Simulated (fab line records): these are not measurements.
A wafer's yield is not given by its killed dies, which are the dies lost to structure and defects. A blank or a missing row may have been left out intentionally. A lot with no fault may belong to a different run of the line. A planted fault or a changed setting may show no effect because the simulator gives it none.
fab line records	flow n5_finfet
record lots=6	wafers=18	last_day=17
route steps=1938 shown FIN_CUT@162 BEOL_M4@1111
lots that met no fault: from a run of the same line without faults
start_h: hours from the record's first day to the start of the lot's first wafer shown	wait_h: time in hours since the lot's previous step	" same as the row above	L1.1+2: a row that stands for several wafers	- either no value or no given start	* or withheld: withheld	< > ~ a bound
route shown NAME@n: NAME is a module with steps in the file, n the number in the route of the first one	usual: mean and standard deviation over wafers with no fault	same: alike in all rows	chamber/n: place in a boat	sites: per-site readings	_std_site: the standard deviation of these	_edge_site: mean of outer sites minus mean of inner sites	radius_mm: for every site, how far away it sits from the centre of the wafer	mask NAME#n: copy n	behind: the most recent tool/chamber to have shaped the wafer	hold: what put the lot on hold/how long, in hours/how the hold closed	device: the n, p or np transistor that did not switch	end of line: tests run on the same wafers once the route is complete	for a step that has no rows: nothing shown but its recipe	killed: dies lost to structure and defects at the first sort, not the wafer's yield	map: a wafer's dies, x killed, . not, _ none there
set.NAME: the setting that was run; set.NAME@STEP: the one run at that earlier step	model.NAME: the simulator's own value behind a step, which no gauge read
lots at selected steps of the route; one table per step, one row per wafer
services: from which hour (start_h, from the record's first day; less than 0 if before it) a tool's chamber was out of use, for how many hours, and why
## steps
# step N5_FIN_CUT_DEVELOP_07
# recipe develop_time_s=30	developer=TMAH	resist=CAR-EUV	rinse_liquid=surfactant_rinse	dry=air_spin	dev_temp_c=23
# step N5_FIN_CUT_CD_MEAS_08
# recipe target_cd_nm=29.1	landing_energy_ev=500	detector=se_inlens	polarity=opening
# usual cd_nm=29.09/0.22
lot.wafer	tool	chamber	start_h	wait_h	cd_nm
L895.2	cd_sem-02	0	76.20	-	29.00
L895.3	"	0	"	"	28.65
L895.6	"	0	"	"	28.95
L897.3	cd_sem-03	0	89.67	-	29.00
L897.5	"	0	"	"	28.80
L897.6	"	0	"	"	28.62
L905.3	cd_sem-03	0	134.25	-	29.22
L905.4	"	0	"	"	29.31
L905.6	"	0	"	"	29.31
L906.1	cd_sem-02	0	146.68	-	28.75
L906.2	"	0	"	"	29.35
L906.5	"	0	"	"	28.78
L907.2	cd_sem-01	0	147.90	-	28.90
L907.3	"	0	"	"	29.19
L907.6	"	0	"	"	29.24
L910.3	cd_sem-02	0	164.51	-	29.42
L910.4	"	0	"	"	28.83
L910.6	"	0	"	"	28.93
# step N5_FIN_CUT_OVL_MEAS_09
# recipe points_per_wafer=522
# usual FIN_CUT_OVL=-0.3/0.65
lot.wafer	tool	chamber	start_h	wait_h	FIN_CUT_OVL[nm]
L895.2	overlay-01	0	76.24	0.0	-0.4
L895.3	"	0	"	"	0.2
L895.6	"	0	"	"	-0.7
L897.3	overlay-02	0	89.71	0.0	-0.5
L897.5	"	0	"	"	0.1
L897.6	"	0	"	"	-1.2
L905.3	overlay-02	0	134.29	0.0	-1.4
L905.4	"	0	"	"	-1.0
L905.6	"	0	"	"	0.3
L906.1	overlay-01	0	146.71	0.0	0.5
L906.2	"	0	"	"	0.3
L906.5	"	0	"	"	1.6
L907.2	overlay-02	0	147.93	0.0	0.1
L907.3	"	0	"	"	0.3
L907.6	"	0	"	"	-0.1
L910.3	overlay-02	0	164.55	0.0	-0.7
L910.4	"	0	"	"	-1.5
L910.6	"	0	"	"	-0.9
# step N5_FIN_CUT_INSPECT_10
# recipe mode=adi	inspect_instrument=brightfield
# usual raw_defect_count=46/14
lot.wafer	tool	chamber	start_h	wait_h	raw_defect_count
L895.2	defect_inspect-02	-	76.29	0.0	59
L895.3	"	-	"	"	69
L895.6	"	-	"	"	54
L897.3	defect_inspect-01	-	89.76	0.0	57
L897.5	"	-	"	"	71
L897.6	"	-	"	"	27
L905.3	defect_inspect-02	-	134.34	0.0	37
L905.4	"	-	"	"	27
L905.6	"	-	"	"	37
L906.1	defect_inspect-02	-	146.76	0.1	67
L906.2	"	-	"	"	55
L906.5	"	-	"	"	60
L907.2	defect_inspect-02	-	147.99	0.0	53
L907.3	"	-	"	"	60
L907.6	"	-	"	"	58
L910.3	defect_inspect-02	-	164.60	0.0	46
L910.4	"	-	"	"	45
L910.6	"	-	"	"	44
# step N5_FIN_CUT_DESCUM_13
# recipe chemistry=O2	time_s=7	source_power_w=50	bias_power_w=20	pressure_mtorr=20	rf_frequency_hz=2.712e+07	temp_c=40	resist=CAR-EUV	o2_flow_sccm=225
# step N5_FIN_CUT_ETCH_30
# recipe chemistry=N2/H2	target=underlayer	target_depth_a=130	mask_material=CAR-EUV	time_s=10.4	ion_energy_ev=200	pressure_mtorr=30	source_w=840	bias_w=150	n2_flow_sccm=200	h2_flow_sccm=200	ends=cleared
# usual drypump_motor_current_A=5.9/0.5	etch_rf_on_time_s=10.45/0.28	oes_product_au=0.66/0.072	rf_vpp_V=525.3/2.1	showerhead_plenum_p_Torr=2.60/0.07	throttle_valve_pct=17.81/0.19
lot.wafer	tool	chamber	start_h	wait_h	drypump_motor_current_A	etch_rf_on_time_s	oes_product_au	rf_hours_counter_h	rf_vpp_V	showerhead_plenum_p_Torr	throttle_valve_pct
L895.2	rie_diel-01	2	76.54	0.0	5.7	10.57	0.63	161	526.4	2.66	17.56
L895.3	"	3	"	"	6.3	10.35	0.66	151	524.4	2.54	17.77
L895.6	"	2	"	"	5.7	10.64	0.63	-	527.5	2.66	17.56
L897.3	rie_diel-03	0	89.85	0.0	6.8	10.79	0.67	90	525.4	2.57	17.97
L897.5	"	1	"	"	6.1	10.94	0.63	-	526.3	2.66	17.84
L897.6	"	2	"	"	4.9	11.07	0.57	-	522.9	2.50	17.99
L905.3	rie_diel-01	1	134.67	0.0	5.9	10.42	0.76	34	529.6	2.68	17.55
L905.4	"	3	"	"	6.3	10.38	0.64	173	524.3	2.53	17.81
L905.6	"	0	"	"	5.8	9.94	0.82	-	527.1	2.59	17.73
L906.1	rie_diel-02	3	146.84	0.0	5.6	10.09	0.61	250	519.7	2.41	17.89
L906.2	"	0	"	"	5.1	10.27	0.60	217	526.0	2.60	17.87
L906.5	"	0	"	"	5.0	10.30	0.60	-	525.5	2.60	17.90
L907.2	rie_diel-01	1	148.09	0.0	5.9	10.29	0.75	39	529.3	2.68	17.58
L907.3	"	3	"	"	6.3	10.42	0.63	177	523.2	2.53	17.81
L907.6	"	3	"	"	6.4	10.33	0.63	-	523.0	2.53	17.83
L910.3	rie_diel-03	0	164.67	0.0	6.8	10.62	0.64	115	524.8	2.56	18.01
L910.4	"	1	"	"	6.1	10.61	0.62	165	526.5	2.65	17.91
L910.6	"	3	"	"	5.9	10.32	0.62	-	525.8	2.64	18.07
# step N5_FIN_CUT_ETCH_20
# recipe chemistry=CF4	target=SiARC	target_depth_a=260	mask_material=CAR-EUV	time_s=43.3	ion_energy_ev=80	pressure_mtorr=40	source_w=545	bias_w=36	Ar_flow_sccm=100	cf4_flow_sccm=100	ends=cleared
# usual drypump_motor_current_A=5.9/0.5	etch_rf_on_time_s=43.4/1.1	oes_product_au=0.66/0.071	rf_vpp_V=184.6/1	showerhead_plenum_p_Torr=2.19/0.056	throttle_valve_pct=15.59/0.19
lot.wafer	tool	chamber	start_h	wait_h	drypump_motor_current_A	etch_rf_on_time_s	oes_product_au	rf_hours_counter_h	rf_vpp_V	showerhead_plenum_p_Torr	throttle_valve_pct
L895.2	rie_diel-01	2	76.56	0.0	5.7	44.4	0.63	161	184.7	2.21	15.27
L895.3	"	3	"	"	6.3	43.3	0.65	151	184.4	2.15	15.62
L895.6	"	2	"	"	5.7	44.9	0.62	-	185.8	2.21	15.26
L897.3	rie_diel-03	0	89.87	0.0	6.8	44.2	0.67	90	184.1	2.18	15.60
L897.5	"	1	"	"	6.1	44.4	0.64	-	185.6	2.25	15.75
L897.6	"	2	"	"	4.9	45.4	0.57	-	184.1	2.12	15.88
L905.3	rie_diel-01	1	134.69	0.0	5.9	42.4	0.76	34	186.0	2.28	15.44
L905.4	"	3	"	"	6.4	43.1	0.63	173	184.4	2.14	15.66
L905.6	"	0	"	"	5.8	41.5	0.82	-	184.3	2.19	15.57
L906.1	rie_diel-02	3	146.86	0.0	5.6	42.0	0.61	250	184.1	2.03	15.70
L906.2	"	0	"	"	5.0	43.2	0.60	217	184.7	2.20	15.69
L906.5	"	0	"	"	5.1	42.5	0.61	-	186.0	2.20	15.68
L907.2	rie_diel-01	1	148.11	0.0	5.9	42.4	0.75	39	186.2	2.27	15.45
L907.3	"	3	"	"	6.3	42.8	0.63	177	183.6	2.14	15.68
L907.6	"	3	"	"	6.4	42.8	0.64	-	183.1	2.14	15.66
L910.3	rie_diel-03	0	164.68	0.0	6.7	44.5	0.65	115	183.0	2.17	15.64
L910.4	"	1	"	"	6.1	43.7	0.63	165	184.4	2.24	15.80
L910.6	"	3	"	"	6.0	42.9	0.61	-	184.1	2.21	15.75
# step N5_FIN_CUT_ETCH_21
# recipe chemistry=N2/H2	target=SOC	target_depth_a=2190	overetch_a=438	mask_material=SiARC	temp_c=40	ion_energy_ev=100	bias_w=61	time_s=523.5	pressure_mtorr=30	source_w=850	n2_flow_sccm=200	h2_flow_sccm=200
# step N5_FIN_CUT_STRIP_23
# recipe chemistry=N2/H2	temp_c=40	n2_flow_sccm=200	h2_flow_sccm=200	rf_frequency_hz=6e+07
# step N5_FIN_CUT_STRIP_31
# recipe chemistry=N2/H2	temp_c=40	n2_flow_sccm=200	h2_flow_sccm=200	rf_frequency_hz=6e+07
# step N5_FIN_CUT_STRIP_24
# recipe chemistry=CF4	resist=SiARC	power_w=300	bias_power_w=75	pressure_mtorr=50	cf4_flow_sccm=150	rf_frequency_hz=6e+07
# step N5_FIN_CUT_CUT_ETCH_26
# recipe chemistry=CH3F/O2	target=SiNx	target_depth_a=390	mask_material=SOC	time_s=55.7	pressure_mtorr=30	source_w=395	bias_w=73	Ar_flow_sccm=150	CH3F_flow_sccm=30	O2_flow_sccm=20	ion_energy_ev=120
# usual O2_flow_sccm=19.99/0.062	drypump_motor_current_A=5.9/0.5	oes_product_au=0.78/0.082	rf_vpp_V=299/7.3	showerhead_plenum_p_Torr=2.04/0.055	throttle_valve_pct=16.33/0.18
lot.wafer	tool	chamber	start_h	wait_h	O2_flow_sccm	drypump_motor_current_A	oes_product_au	rf_hours_counter_h	rf_vpp_V	showerhead_plenum_p_Torr	throttle_valve_pct
L895.2	rie_diel-01	2	76.94	0.0	19.90	5.7	0.74	161	313	2.08	16.05
L895.3	"	3	"	"	19.99	6.3	0.76	151	298	2.00	16.27
L895.6	"	2	"	"	19.97	5.7	0.74	-	313	2.08	16.04
L897.3	rie_diel-03	0	90.25	0.0	20.03	6.7	0.79	90	293	2.04	16.42
L897.5	"	1	"	"	19.97	6.0	0.76	-	294	2.11	16.49
L897.6	"	2	"	"	20.02	4.9	0.68	-	293	1.98	16.63
L905.3	rie_diel-01	1	135.07	0.0	19.91	5.9	0.89	34	306	2.13	16.17
L905.4	"	3	"	"	19.94	6.3	0.75	173	299	1.99	16.34
L905.6	"	0	"	"	19.95	5.8	0.95	-	299	2.04	16.26
L906.1	rie_diel-02	3	147.24	0.0	19.95	5.6	0.71	250	292	1.89	16.46
L906.2	"	0	"	"	19.98	5.1	0.70	217	292	2.06	16.47
L906.5	"	0	"	"	19.93	5.1	0.70	-	292	2.06	16.44
L907.2	rie_diel-01	1	148.50	0.0	20.05	5.9	0.89	39	306	2.13	16.16
L907.3	"	3	"	"	20.01	6.3	0.74	178	297	1.99	16.33
L907.6	"	3	"	"	20.10	6.3	0.75	-	299	1.99	16.36
L910.3	rie_diel-03	0	165.07	0.0	19.90	6.8	0.75	116	291	2.03	16.45
L910.4	"	1	"	"	20.01	6.1	0.74	165	294	2.10	16.55
L910.6	"	3	"	"	19.99	5.9	0.72	-	306	2.06	16.47
# step N5_FIN_CUT_CUT_ETCH_27
# recipe chemistry=CHF3/O2	target=SiO2	target_depth_a=40	mask_material=SOC	overetch_a=20	time_s=4.9	pressure_mtorr=30	source_w=650	bias_w=170	Ar_flow_sccm=200	CHF3_flow_sccm=50	O2_flow_sccm=5	ion_energy_ev=200
# usual O2_flow_sccm=5.001/0.014	drypump_motor_current_A=5.9/0.5	oes_product_au=0.62/0.059	rf_vpp_V=527/13	showerhead_plenum_p_Torr=2.46/0.064	throttle_valve_pct=18.79/0.18
lot.wafer	tool	chamber	start_h	wait_h	O2_flow_sccm	drypump_motor_current_A	oes_product_au	rf_hours_counter_h	rf_vpp_V	showerhead_plenum_p_Torr	throttle_valve_pct	model.SOC_of_FIN_CUT_COAT_18.thk_nm
L895.2	rie_diel-01	2	76.99	0.0	4.980	5.7	0.60	161	551	2.50	18.48	207.2
L895.3	"	3	"	"	5.013	6.3	0.60	151	525	2.40	18.71	206.6
L895.6	"	2	"	"	4.993	5.7	0.60	-	551	2.50	18.47	207.2
L897.3	rie_diel-03	0	90.29	0.0	5.010	6.7	0.63	90	512	2.45	18.88	206.8
L897.5	"	1	"	"	5.024	6.1	0.60	-	520	2.53	18.98	207.4
L897.6	"	2	"	"	4.983	4.9	0.55	-	518	2.38	19.06	208
L905.3	rie_diel-01	1	135.11	0.0	5.032	5.9	0.70	34	538	2.55	18.64	206.4
L905.4	"	3	"	"	4.996	6.3	0.59	173	523	2.39	18.73	207.4
L905.6	"	0	"	"	4.990	5.8	0.74	-	524	2.46	18.77	204.8
L906.1	rie_diel-02	3	147.29	0.0	5.004	5.6	0.55	250	516	2.29	18.92	207.4
L906.2	"	0	"	"	4.990	5.1	0.56	217	514	2.48	18.90	206.8
L906.5	"	0	"	"	5.014	5.1	0.55	-	512	2.48	18.90	207.2
L907.2	rie_diel-01	1	148.54	0.0	4.995	5.9	0.69	39	538	2.55	18.65	204.4
L907.3	"	3	"	"	4.990	6.3	0.59	178	524	2.39	18.75	206
L907.6	"	3	"	"	4.997	6.3	0.59	-	525	2.39	18.76	204.2
L910.3	rie_diel-03	0	165.11	0.0	5.001	6.8	0.61	116	512	2.44	18.91	207.8
L910.4	"	1	"	"	4.992	6.1	0.58	165	519	2.52	19.02	207.8
L910.6	"	3	"	"	5.007	5.9	0.57	-	540	2.48	18.93	207.4
# step N5_FIN_CUT_PRECLEAN_35
# recipe time_s=13.3	temp_c=45	pressure_torr=125	p_hf_torr=3	p_coreactant_torr=25	chemistry=vHF
# usual drypump_motor_current_A=5.92/0.14
lot.wafer	tool	chamber	start_h	wait_h	drypump_motor_current_A
L895.2	vapor_etch-02	0	77.31	0.3	5.78
L895.3	"	1	"	"	5.94
L895.6	"	1	"	"	5.99
L897.3	vapor_etch-02	0	90.38	0.1	5.78
L897.5	"	0	"	"	5.76
L897.6	"	1	"	"	5.96
L905.3	vapor_etch-02	1	135.20	0.1	5.97
L905.4	"	0	"	"	5.75
L905.6	"	1	"	"	5.97
L906.1	vapor_etch-01	0	147.36	0.0	5.91
L906.2	"	1	"	"	6.14
L906.5	"	0	"	"	5.89
L907.2	vapor_etch-02	1	148.61	0.0	5.99
L907.3	"	0	"	"	5.75
L907.6	"	1	"	"	5.98
L910.3	vapor_etch-02	0	165.20	0.1	5.74
L910.4	"	1	"	"	5.99
L910.6	"	0	"	"	5.71
# step N5_FIN_CUT_CUT_ETCH_15
# recipe chemistry=HBr/Cl2/O2	target=Si	target_depth_a=1000	bt_time_s=10	mask_material=SOC	time_s=42.4	ion_energy_ev=*	bias_w=*	pressure_mtorr=10	icp_w=800	HBr_flow_sccm=150	Cl2_flow_sccm=80	O2_flow_sccm=12
# usual O2_flow_sccm=12.00/0.039	drypump_motor_current_A=5.6/0.44	oes_product_au=1.004/0.014	throttle_valve_pct=37.2/0.37
# same bt_time_s=10
lot.wafer	tool	chamber	start_h	wait_h	O2_flow_sccm	drypump_motor_current_A	oes_product_au	rf_hours_counter_h	throttle_valve_pct	model.SOC_of_FIN_CUT_COAT_18.thk_nm
L895.2	rie_si-04	3	77.40	0.1	12.03	6.0	1.032	10	37.1	169.4
L895.3	"	1	"	"	12.02	5.5	0.994	192	36.7	168.6
L895.6	"	1	"	"	12.03	5.5	0.990	-	36.7	169.4
L897.3	rie_si-04	1	90.44	0.0	12.03	5.5	0.986	192	36.7	169.4
L897.5	"	0	"	"	11.98	6.4	1.010	-	37.8	171.4
L897.6	"	3	"	"	11.94	5.9	1.021	-	37.1	170.8
L905.3	rie_si-02	0	135.26	0.0	12.01	5.5	1.014	121	37.6	168.2
L905.4	"	1	"	"	12.01	5.3	0.993	113	37.7	170.8
L905.6	"	0	"	"	11.99	5.5	1.017	-	37.6	166.6
L906.1	rie_si-04	0	147.44	0.1	11.99	6.4	1.016	98	37.8	171
L906.2	"	3	"	"	11.93	6.0	1.025	11	37.1	169.6
L906.5	"	3	"	"	11.98	6.0	1.036	-	37.1	169.8
L907.2	rie_si-04	2	148.69	0.1	12.01	5.6	1.002	58	37.1	167.6
L907.3	"	1	"	"	12.01	5.5	0.998	193	36.7	168
L907.6	"	0	"	"	12.03	6.4	1.012	-	37.8	167.6
L910.3	rie_si-05	0	165.26	0.0	11.94	4.9	0.980	32	37.1	170
L910.4	"	2	"	"	11.98	5.3	1.004	100	37.3	169.6
L910.6	"	2	"	"	11.99	5.3	1.013	-	37.3	169.4
# step N5_FIN_CUT_CUT_ETCH_28
# recipe chemistry=HBr/Cl2/O2	target=Si	target_depth_a=60	mask_material=SOC	time_s=2.4	ion_energy_ev=*	bias_w=*	pressure_mtorr=10	icp_w=800	HBr_flow_sccm=150	Cl2_flow_sccm=80	O2_flow_sccm=12
# usual O2_flow_sccm=12.01/0.031	drypump_motor_current_A=5.6/0.44	oes_product_au=1.004/0.014	throttle_valve_pct=37.2/0.37
lot.wafer	tool	chamber	start_h	wait_h	O2_flow_sccm	drypump_motor_current_A	oes_product_au	rf_hours_counter_h	throttle_valve_pct
L895.2	rie_si-04	3	77.46	0.0	12.03	6.0	1.032	10	37.1
L895.3	"	1	"	"	11.99	5.6	0.987	192	36.7
L895.6	"	1	"	"	12.01	5.5	0.992	-	36.7
L897.3	rie_si-04	1	90.50	0.0	11.95	5.5	0.994	192	36.7
L897.5	"	0	"	"	12.00	6.4	1.011	-	37.8
L897.6	"	3	"	"	12.05	6.0	1.024	-	37.1
L905.3	rie_si-02	0	135.32	0.0	12.03	5.5	1.007	121	37.6
L905.4	"	1	"	"	12.02	5.3	0.995	113	37.7
L905.6	"	0	"	"	12.02	5.5	1.003	-	37.6
L906.1	rie_si-04	0	147.49	0.0	11.97	6.4	1.014	98	37.8
L906.2	"	3	"	"	12.03	5.9	1.025	11	37.1
L906.5	"	3	"	"	12.00	5.9	1.036	-	37.0
L907.2	rie_si-04	2	148.74	0.0	12.01	5.5	1.001	58	37.1
L907.3	"	1	"	"	12.03	5.6	0.998	193	36.7
L907.6	"	0	"	"	11.98	6.4	1.006	-	37.8
L910.3	rie_si-05	0	165.32	0.0	12.05	5.0	0.988	32	37.1
L910.4	"	2	"	"	12.04	5.3	1.016	100	37.3
L910.6	"	2	"	"	11.99	5.3	1.012	-	37.3
# step N5_BEOL_M4_RC_MEAS_101
# usual DIBL_N=36.2/1.7	DIBL_P=36.6/1.9	IOFF_N=0.16/0.032	IOFF_P=0.21/0.037	ION_N=675/12	ION_P=460/8.1	SS_N=71.4/0.58	SS_P=73.4/0.64	VT_N=249/3.2	VT_P=-252/3.4
lot.wafer	tool	chamber	start_h	wait_h	DIBL_N[mV/V]	DIBL_P[mV/V]	IOFF_N[nA/um]	IOFF_P[nA/um]	ION_N[uA/um]	ION_P[uA/um]	SS_N[mV/dec]	SS_P[mV/dec]	VT_N[mV]	VT_P[mV]
L895.2	prober-01	0	203.26	0.2	39.7	40.2	0.27	0.32	696	474	72.4	75.4	243	-244
L895.3	"	0	"	"	37.5	36.5	0.21	0.23	685	465	71.5	73.7	245	-251
L895.6	"	0	"	"	38.0	38.5	0.23	0.28	685	469	71.1	74.2	241	-242
L897.3	prober-02	0	227.00	0.3	35.6	36.1	0.13	0.18	649	446	71.5	73.2	255	-255
L897.5	"	0	"	"	36.9	38.4	0.16	0.21	674	462	71.3	73.7	251	-251
L897.6	"	0	"	"	33.4	33.4	0.11	0.15	658	455	70.2	72.3	255	-253
L905.3	prober-01	0	267.97	0.3	34.7	35.1	0.14	0.16	666	446	71.2	73.4	253	-256
L905.4	"	0	"	"	37.6	39.4	0.20	0.23	682	460	71.6	74.8	247	-253
L905.6	"	0	"	"	34.6	34.5	0.13	0.15	665	447	70.6	73.1	253	-255
L906.1	prober-02	0	281.81	0.0	34.2	35.7	0.14	0.19	680	469	70.7	72.7	251	-252
L906.2	"	0	"	"	36.8	38.5	0.19	0.23	689	464	71.6	73.8	245	-251
L906.5	"	0	"	"	35.9	37.6	0.17	0.22	686	471	71.0	73.1	247	-252
L907.2	prober-02	0	286.90	0.2	37.7	36.5	0.15	0.19	678	461	71.2	72.9	251	-253
L907.3	"	0	"	"	38.1	37.4	0.17	0.21	688	467	72.7	72.7	248	-253
L907.6	"	0	"	"	36.9	35.3	0.13	0.17	648	448	71.7	72.6	256	-257
L910.3	prober-02	0	297.06	0.3	36.4	34.8	0.15	0.19	673	466	70.6	72.9	248	-252
L910.4	"	0	"	"	38.6	37.5	0.19	0.24	688	468	71.2	73.2	247	-250
L910.6	"	0	"	"	36.1	33.7	0.14	0.18	656	456	70.8	72.0	253	-254
## services
tool	chamber	start_h	hours	kind
rie_si-05	-	70.65	2.8	pm
rie_si-02	0	71.12	14.7	repair
rie_si-04	-	83.20	0.1	repair
rie_diel-01	0	83.87	-	clean
rie_diel-01	0	83.87	-	consumable_replace:focus_ring
rie_diel-01	0	83.87	18.3	scheduled_down
rie_diel-01	0	83.87	18.3	vent_cycle
rie_diel-03	1	85.69	1.9	repair
rie_si-05	2	94.66	5.2	repair
rie_diel-01	-	94.95	0.5	repair
rie_diel-02	-	105.28	14.6	pm
vapor_etch-02	-	115.79	2.8	pm
rie_diel-03	2	116.00	-	clean
rie_diel-03	2	116.00	-	consumable_replace:focus_ring
rie_diel-03	2	116.00	23.7	scheduled_down
rie_diel-03	2	116.00	23.7	vent_cycle
rie_diel-02	3	147.89	-	clean
rie_diel-02	3	147.89	-	consumable_replace:esc
rie_diel-02	3	147.89	-	consumable_replace:focus_ring
rie_diel-02	3	147.89	-	consumable_replace:showerhead
rie_diel-02	3	147.89	19.6	scheduled_down
rie_si-04	1	151.45	-	clean
rie_si-04	1	151.45	24.6	scheduled_down
rie_si-04	1	151.45	24.6	vent_cycle
## key
first_sign none at tools or gauges
model_effect step=N5_FIN_CUT_CUT_ETCH_27	value=SOC_of_FIN_CUT_COAT_18.thk_nm	without=206.2	struck=204.5
model_effect step=N5_FIN_CUT_CUT_ETCH_15	value=SOC_of_FIN_CUT_COAT_18.thk_nm	without=169.1	struck=167.3
met_at N5_FIN_CUT_CUT_ETCH_27
struck_wafers L905.6,L907.2,L907.6
onset_between 76.99 135.11
fault kind=process_parameter_drift	tool=rie_diel-01	chamber=-	onset_h=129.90	steps=N5_FIN_CUT_CUT_ETCH_27	channel=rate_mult	offset=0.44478	shape=step	end_h=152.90	scope=struck_wafers_only
